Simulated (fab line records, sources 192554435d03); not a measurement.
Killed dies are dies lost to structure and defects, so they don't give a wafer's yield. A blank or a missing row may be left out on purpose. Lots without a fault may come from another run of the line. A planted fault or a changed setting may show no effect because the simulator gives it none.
Problem report in the 8D (eight disciplines) form, filled by code | flow n5_finfet | the parts of the form that need people (team, actions taken, sign-off) are left out

1. THE PROBLEM
raw_defect_count at N5_BEOL_M0_INSPECT_127 reads a mean of 3519 on 2 wafers of 1 lot; wafers without a fault read 71 with a standard deviation of 26. That is +99 or more standard deviations from the usual mean.
The step: inspects for defects (darkfield).
First seen on wafer L632.3, day 10 01:32, on defect_inspect-02. The record holds 30 wafers of 11 lots with a number at this step. Rule for "out", or "out of limits": more than 4 standard deviations from the usual mean. The other wafers with a number count as sound.

2. WHAT IT IS AND WHAT IT IS NOT
question                    | is                | is not
which readings at this step | raw_defect_count  | -
which lots                  | L632              | L617, L619, L620, L621, L622, L623, L624, L626, L630, L640
which wafers of those lots  | L632.3, L632.4    | L632.5
read on which gauges        | defect_inspect-02 | defect_inspect-01
when                        | from day 10 01:32 | up to then (25 sound wafers); but 3 sound wafers of L640 came after

3. SUSPECTS, AND WHAT RULES EACH OUT
Counting: a tool at a process step up to the reading stays a suspect if it ran every lot that is out. Sound lots after the first of them don't rule it out here, since some wafers of a struck lot are sound.
- the gauge at N5_BEOL_M0_INSPECT_127: ruled out. All the wafers that are out were read on defect_inspect-02, but those of them that N5_BEOL_M0_CMP_120 has rows for are out there too, on other tools.
- pvd_sputter-01 at N5_BEOL_M0_SURFACE_TREAT_137: kept. It ran the lot that is out, L632 (day 9 23:26); its last sound lot up to then is L623 (day 7 11:46).
- pvd_sputter-01 at N5_BEOL_M0_ANNEAL_133 (time 60 s): kept. It ran the lot that is out, L632 (day 10 00:17); its last sound lot up to then is L626 (day 8 00:12).
- cmp-04 at N5_BEOL_M0_CMP_120 (polishes, stops on SiOC, t overpolish 6.9 s): kept. It ran the lot that is out, L632 (day 10 00:56); its last sound lot up to then is L626 (day 8 01:19). Its own readings are out on those wafers: barrier_field_endpoint_s, time_to_endpoint_s.
Left after counting: pvd_sputter-01 at N5_BEOL_M0_SURFACE_TREAT_137, pvd_sputter-01 at N5_BEOL_M0_ANNEAL_133, cmp-04 at N5_BEOL_M0_CMP_120.

4. THE CAUSE (what the simulator had put in)
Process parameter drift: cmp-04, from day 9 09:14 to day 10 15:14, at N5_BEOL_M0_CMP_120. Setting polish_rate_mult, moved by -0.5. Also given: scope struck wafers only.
Counting left 3 suspects, and this tool is among them.

5. THE CHAIN OF EFFECTS, in route order
Each row: a reading whose mean over the struck wafers that have a number lies more than 3 standard deviations from the usual. Only readings for which the record gives a usual standard deviation are gone through. hours: the time from each lot's start at the first step in this table that gives one to its start at this step, as a median over the lots. sigmas: the change in usual standard deviations.
hours | step                    | reading                  | usual  | on struck wafers | change | sigmas
0     | N5_BEOL_M0_CMP_120      | barrier_field_endpoint_s | 3.70 s | 7.67             | +3.97  | +28
0     | N5_BEOL_M0_CMP_120      | time_to_endpoint_s       | 65 s   | 81               | +16    | +4.8
1     | N5_BEOL_M0_INSPECT_127  | raw_defect_count         | 71     | 3519             | +3448  | +99 or more
161   | N5_PASSIVATION_PROBE_49 | defect_limited_yield     | 91.2 % | 0.0              | -91.2  | -61
161   | N5_PASSIVATION_PROBE_49 | killed_at_M0_to_M3       | 36     | 1128             | +1092  | +99 or more
161   | N5_PASSIVATION_PROBE_49 | killed_dies              | 104    | 1180             | +1076  | +63
161   | N5_PASSIVATION_PROBE_49 | killed_on_rim            | 14     | 152              | +138   | +38
161   | N5_PASSIVATION_PROBE_49 | sort_n_pass              | 1076   | 0                | -1076  | -63
161   | N5_PASSIVATION_PROBE_49 | sort_yield_pct           | 91.2 % | 0.0              | -91.2  | -61
The process steps in it:
- N5_BEOL_M0_CMP_120: polishes, stops on SiOC, t overpolish 6.9 s.
- N5_PASSIVATION_PROBE_49

6. WHAT WOULD HAVE CAUGHT IT SOONER
In this record the first reading out of limits at a measuring or inspecting step was taken at day 10 01:32, 16 hours after the fault began at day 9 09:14.
The tool's own readings at N5_BEOL_M0_CMP_120 were out on every struck wafer that the step has a row for (barrier_field_endpoint_s, time_to_endpoint_s): an alarm limit on them would have fired on the first of those.
All the lots that are out (1) had begun N5_BEOL_M0_CMP_120 on cmp-04 by day 10 01:32. A hold on the tool at that time would have spared none of them.
